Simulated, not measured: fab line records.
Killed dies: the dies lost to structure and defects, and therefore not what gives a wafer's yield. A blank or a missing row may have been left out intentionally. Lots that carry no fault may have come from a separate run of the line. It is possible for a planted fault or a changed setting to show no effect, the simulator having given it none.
Matching of chambers || flow n5-finfet || rie-diel-01 running N5_BEOL_M14_ETCH_59: 4 sister chambers
The step etches BARC in N2/H2, target depth 89 nm, overetch 26.7 nm, time 67.9 s. 4 wafers are shown with their chamber, then 10 later ones without.

## WAFERS, EACH WITH ITS CHAMBER
{"wafer": "L087.5", "chamber": 1, "drypump-motor-current-A (A)": 6.5}
{"wafer": "L076.3", "chamber": 2, "drypump-motor-current-A (A)": 5.4}
{"wafer": "L076.4", "chamber": 3, "drypump-motor-current-A (A)": 5.2}
{"wafer": "L091.5", "chamber": 0, "drypump-motor-current-A (A)": 6.2}

## WAFERS WHOSE CHAMBER IS MISSING
{"wafer": "L091.6", "drypump-motor-current-A (A)": 6.5}
{"wafer": "L093.2", "drypump-motor-current-A (A)": 6.4}
{"wafer": "L093.4", "drypump-motor-current-A (A)": 6.5}
{"wafer": "L093.6", "drypump-motor-current-A (A)": 5.1}
{"wafer": "L094.1", "drypump-motor-current-A (A)": 5.4}
{"wafer": "L094.3", "drypump-motor-current-A (A)": 6.5}
{"wafer": "L094.4", "drypump-motor-current-A (A)": 5.4}
{"wafer": "L097.1", "drypump-motor-current-A (A)": 6.5}
{"wafer": "L097.5", "drypump-motor-current-A (A)": 5.4}
{"wafer": "L097.6", "drypump-motor-current-A (A)": 6.2}

## WHICH CHAMBER EACH WENT THROUGH
{"wafer": "L091.6", "from the rows above": 1, "in truth": 1}
{"wafer": "L093.2", "from the rows above": 1, "in truth": 1}
{"wafer": "L093.4", "from the rows above": 1, "in truth": 1}
{"wafer": "L093.6", "from the rows above": 3, "in truth": 3}
{"wafer": "L094.1", "from the rows above": 2, "in truth": 2}
{"wafer": "L094.3", "from the rows above": 1, "in truth": 1}
{"wafer": "L094.4", "from the rows above": 2, "in truth": 2}
{"wafer": "L097.1", "from the rows above": 1, "in truth": 1}
{"wafer": "L097.5", "from the rows above": 2, "in truth": 2}
{"wafer": "L097.6", "from the rows above": 0, "in truth": 0}
Placed correctly: 10 of 10. From these rows, 0 cannot be placed. Placed wrongly: 0.
How it was worked out, from the rows above alone: a wafer's distance from a chamber is the root of the sum, over the readings, of the square of ((its reading less the chamber's mean) divided by the reading's scatter). If the next closest chamber is less than 2 further off than the closest, the wafer can't be placed; otherwise it belongs to the closest. A chamber's mean is the mean of its shown wafers. The scatter: root of mean squared gap, hidden wafer to nearest shown wafer, with one shown wafer a chamber.
